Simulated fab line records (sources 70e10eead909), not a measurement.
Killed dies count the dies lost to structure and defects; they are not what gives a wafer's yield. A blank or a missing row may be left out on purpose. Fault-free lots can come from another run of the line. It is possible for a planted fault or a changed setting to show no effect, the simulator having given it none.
8D (eight disciplines) problem report, filled in by code	flow nand-harc	the parts of the form that need people (team, actions taken, sign-off) are left out

1. WHAT WENT WRONG
A mean of 1.248 a.u. is read at NHARC_A_WL_FILL_ETCHBACK_26 for oes-product-au, taken on 1 wafer of 1 lot, against 1.000 a.u. (standard deviation 0.0079) on wafers free of any fault. That is +31 standard deviations from the usual mean.
The step: etches the open film in HBr, target depth 52 nm, time 13.3 s.
The first sign was on wafer L434.2 at day 17 03:49, on rie-si-05. Wafers with a number at this step in the record: 39, from 13 lots. Rule for "out" (also "out of limits"): further than 4 standard deviations from the usual mean. The rest of the wafers with a number are treated as sound.

2. WHAT IT IS, WHAT IT ISN'T
question	is	is not
which readings at this step	oes-product-au	drypump-motor-current-A, throttle-valve-pct
which lots	L434	L428, L429, L430, L432, L440, L441, L442, L443, L445, L449, L450, L451
which wafers of those lots	L434.2	L434.1, L434.6
read on which tools	rie-si-05	rie-si-02, rie-si-03
when	from day 17 03:49	up to then (14 sound wafers); but 24 sound wafers of L440, L441, L442, L443, L445, L449, L450, L451 came after

3. SUSPECTS, AND WHAT RULES EACH OUT
Counting: a tool at a process step up to the reading stays a suspect if it ran every lot that is out. Sound lots after the first of them don't rule it out here, since some wafers of a struck lot are sound.
- ald-hk-01 at NHARC_A_WL_FILL_ALD_00 (deposits Al2O3, target thk 3 nm, pulse time 3 s, ald cycles 30): kept. It ran the lot that is out, L434 (day 15 19:28).
- rie-diel-08 at NHARC_A_WL_FILL_STRIP_29 (strips in O2, time 20 s): kept. It ran the lot that is out, L434 (day 16 22:21); its last sound lot up to then is L428 (day 15 14:35).
- rie-si-05 at NHARC_A_WL_FILL_ETCHBACK_26 (etches the open film in HBr, target depth 52 nm, time 13.3 s): kept. It ran the lot that is out, L434 (day 17 03:49); its last sound lot up to then is L430 (day 16 02:10). Its own readings are out on those wafers: oes-product-au.
- At NHARC_A_WL_FILL_ALD_00 on ald-hk-01, chamber 1 took the sound wafers of the same lots and chamber 0 took the wafers that are out.
- At NHARC_A_WL_FILL_ETCHBACK_26, inside rie-si-05: chamber 0 took the wafers that are out, while their sound lot-mates went through chambers 2, 3.
Left after counting: ald-hk-01 at NHARC_A_WL_FILL_ALD_00, rie-diel-08 at NHARC_A_WL_FILL_STRIP_29, rie-si-05 at NHARC_A_WL_FILL_ETCHBACK_26.

4. THE CAUSE (what the simulator had put in)
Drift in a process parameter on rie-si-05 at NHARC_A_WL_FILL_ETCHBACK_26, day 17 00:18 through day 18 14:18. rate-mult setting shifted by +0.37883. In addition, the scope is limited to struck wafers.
Counting left 3 suspects, and this tool is among them.

5. THE EFFECT CHAIN, in route order
Each row: a reading whose mean over the struck wafers that have a number lies more than 3 standard deviations from the usual. Only readings whose record carries a usual standard deviation are examined. hours: median over the lots of the time between each lot's start at the first step of this table that gives one and its start at this step. sigmas: the change, counted in usual standard deviations.
hours	step	reading	usual	on struck wafers	change	sigmas
0	NHARC_A_WL_FILL_ETCHBACK_26	oes-product-au	1.000 a.u.	1.248	+0.248	+31
Process steps it contains:
- NHARC_A_WL_FILL_ETCHBACK_26: etches the open film in HBr, target depth 52 nm, time 13.3 s.
Later measuring or inspecting steps at which every struck wafer that the step has a row for has a number for every such reading, and none has moved that far: NHARC_END_SORT_01.

6. WHAT WOULD HAVE CAUGHT IT SOONER
The fault began at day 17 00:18; the first out-of-limits reading in this record came at day 17 03:49, 4 hours later.
